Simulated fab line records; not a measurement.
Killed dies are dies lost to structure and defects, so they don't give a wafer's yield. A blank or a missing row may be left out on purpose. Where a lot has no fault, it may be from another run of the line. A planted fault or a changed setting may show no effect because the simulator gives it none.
What tool caused it? || flow nandHarc || route of 1302 steps, sampled at 1 step: 14 lots, 42 wafers

== WHAT THE GAUGES READ, wafer by wafer ==
NHARC_P_M0_OVL_MEAS_10: pitch 180 nm.
{"lot": "L240", "measured": "day 6 02:50", "on": "overlay-01", "overlayXNm (nm)": "-0.3 0.0 0.6", "overlayYNm (nm)": "-0.6 -0.9 -0.5"}
{"lot": "L241", "measured": "day 6 13:19", "on": "overlay-01", "overlayXNm (nm)": "-0.4 -0.5 -0.2", "overlayYNm (nm)": "0.3 1.2 0.3"}
{"lot": "L245", "measured": "day 8 04:10", "on": "overlay-02", "overlayXNm (nm)": "1.1 0.8 1.2", "overlayYNm (nm)": "-0.7 -1.1 -1.0"}
{"lot": "L244", "measured": "day 8 06:01", "on": "overlay-02", "overlayXNm (nm)": "1.5 1.5 1.4", "overlayYNm (nm)": "-0.8 -0.9 -0.7"}
{"lot": "L246", "measured": "day 8 22:10", "on": "overlay-01", "overlayXNm (nm)": "1.1 0.8 1.0", "overlayYNm (nm)": "-0.9 -0.2 -1.1"}
{"lot": "L253", "measured": "day 11 18:00", "on": "overlay-01", "overlayXNm (nm)": "-0.5 -0.6 -0.8", "overlayYNm (nm)": "-0.2 -0.2 -0.1"}
{"lot": "L255", "measured": "day 12 02:44", "on": "overlay-02", "overlayXNm (nm)": "-0.7 -1.0 -0.9", "overlayYNm (nm)": "-0.9 -1.3 -0.9"}
{"lot": "L254", "measured": "day 12 04:46", "on": "overlay-01", "overlayXNm (nm)": "0.8 0.0 0.1", "overlayYNm (nm)": "-0.1 -0.2 -0.2"}
{"lot": "L257", "measured": "day 13 02:21", "on": "overlay-02", "overlayXNm (nm)": "-1.0 -0.9 -0.4", "overlayYNm (nm)": "0.7 0.7 0.2"}
{"lot": "L258", "measured": "day 13 13:29", "on": "overlay-01", "overlayXNm (nm)": "0.6 -0.3 0.0", "overlayYNm (nm)": "-0.8 -1.0 0.0"}
{"lot": "L259", "measured": "day 13 21:16", "on": "overlay-01", "overlayXNm (nm)": "0.2 -0.4 0.2", "overlayYNm (nm)": "0.3 0.8 -0.3"}
{"lot": "L260", "measured": "day 14 17:17", "on": "overlay-02", "overlayXNm (nm)": "-1.5 -1.2 -1.6", "overlayYNm (nm)": "-0.9 -0.7 -0.4"}
{"lot": "L262", "measured": "day 15 10:16", "on": "overlay-01", "overlayXNm (nm)": "0.0 -0.1 0.4", "overlayYNm (nm)": "-2.6 -2.0 -2.5"}
{"lot": "L263", "measured": "day 15 19:13", "on": "overlay-02", "overlayXNm (nm)": "-1.2 -0.5 -0.4", "overlayYNm (nm)": "-0.1 -0.4 0.5"}

== WHAT TOOL EACH LOT RAN ON (gives the tool, then ch and the chambers of the sampled wafers, and finally the start) ==
Record: no process step prior to these readings.

== AS READ BY THE TOOLS THEMSELVES (means over the sampled wafers that have a number; for cases with no such wafer, the mark the record gives instead) ==
The record holds no such reading with a usual standard deviation.

== THE ANSWER, worked out from the rows above alone ==
Rule: what is usual is taken from the lots themselves. Put in order of their means at a reading, lots are off if they are a third of the lots or fewer, leave a main group of 4 or more, and stand apart from it by a gap of 3 or more times the standard deviation of the main group's means; of several such gaps the widest counts. Not used: any main group whose means are identical at the precision the tables above print for the reading. Also off: a lot with no number at a reading for which 4 or more lots have one. The other lots that the step has rows for count as sound. Order of review: gauges by route order, followed by the tools' own readings, for which a lot's mean as printed above is used. At the first step where some lot is off, the reading lying furthest off is the one used; lots without a number count as furthest.
Nothing can be told from this: no lot is off at any reading shown.

== WHAT HAD BEEN PUT IN BY THE SIMULATOR ==
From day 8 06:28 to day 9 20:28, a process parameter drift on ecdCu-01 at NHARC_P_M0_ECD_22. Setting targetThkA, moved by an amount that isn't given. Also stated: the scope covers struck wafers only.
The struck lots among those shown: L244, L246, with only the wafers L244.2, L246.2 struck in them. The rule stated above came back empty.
